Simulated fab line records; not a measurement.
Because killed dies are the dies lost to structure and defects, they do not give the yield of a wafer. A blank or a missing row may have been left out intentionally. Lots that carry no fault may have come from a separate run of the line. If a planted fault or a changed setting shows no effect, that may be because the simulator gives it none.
Matching of chambers -- flow n5-finfet -- rie-diel-04 running N5_BEOL_M0_SAQP_ETCH_106: 4 sister chambers
The step etches SOC in N2/H2, stops on SiNx, target depth 150 nm. 16 wafers are shown with their chamber, then 8 later ones without.

WAFERS, EACH WITH ITS CHAMBER
wafer,chamber,drypump-motor-current-A (A),showerhead-plenum-p-Torr (Torr),throttle-valve-pct (%)
L074.3,3,6.7,2.42,17.57
L074.4,2,6.1,2.52,17.97
L074.5,1,5.4,2.60,17.96
L075.1,1,5.4,2.60,17.97
L075.2,0,5.4,2.66,17.99
L075.3,3,6.8,2.42,17.54
L075.4,2,6.1,2.52,17.99
L075.5,1,5.4,2.60,17.96
L075.6,0,5.4,2.66,17.99
L080.1,1,5.4,2.59,18.00
L080.3,0,5.4,2.65,18.02
L080.5,1,5.4,2.59,17.99
L081.1,0,5.4,2.65,18.01
L081.2,2,6.1,2.51,17.98
L081.5,0,5.4,2.65,18.01
L083.4,3,6.8,2.41,17.59

SIGNATURES, as means of the wafers listed above
reading,chamber 0,chamber 1,chamber 2,chamber 3,scatter within a chamber
drypump-motor-current-A,5.400,5.400,6.100,6.767,0.0236
showerhead-plenum-p-Torr,2.6540,2.5960,2.5167,2.4167,0.00558
throttle-valve-pct,18.0040,17.9760,17.9800,17.5667,0.0171
Rule: a wafer lies at a distance from a chamber equal to the root of the sum of squares, over the readings, of (its reading less the chamber's mean, divided by the reading's scatter). If the next closest chamber is less than 2 further off than the closest, the wafer can't be placed; otherwise it belongs to the closest. The scatter is the square root of a quotient: the sum, over the shown wafers, of each reading's squared deviation from its chamber's mean, divided by wafers minus chambers.

WAFERS WITHOUT THEIR CHAMBER
wafer,drypump-motor-current-A (A),showerhead-plenum-p-Torr (Torr),throttle-valve-pct (%)
L083.5,6.1,2.51,17.99
L083.6,6.8,2.41,17.58
L094.1,6.8,2.40,17.62
L094.3,5.5,2.58,17.63
L094.4,5.4,2.64,18.05
L095.2,5.4,2.64,18.07
L095.3,6.1,2.50,18.04
L095.4,6.8,2.40,17.62

EACH ONE'S CHAMBER
wafer,from the rows above,in truth
L083.5,2,2
L083.6,3,3
L094.1,3,3
L094.3,1,1
L094.4,0,0
L095.2,0,0
L095.3,2,2
L095.4,3,3
Correct placement for 8 of the 8. Number that these rows cannot place: 0. Wrongly placed: 0.
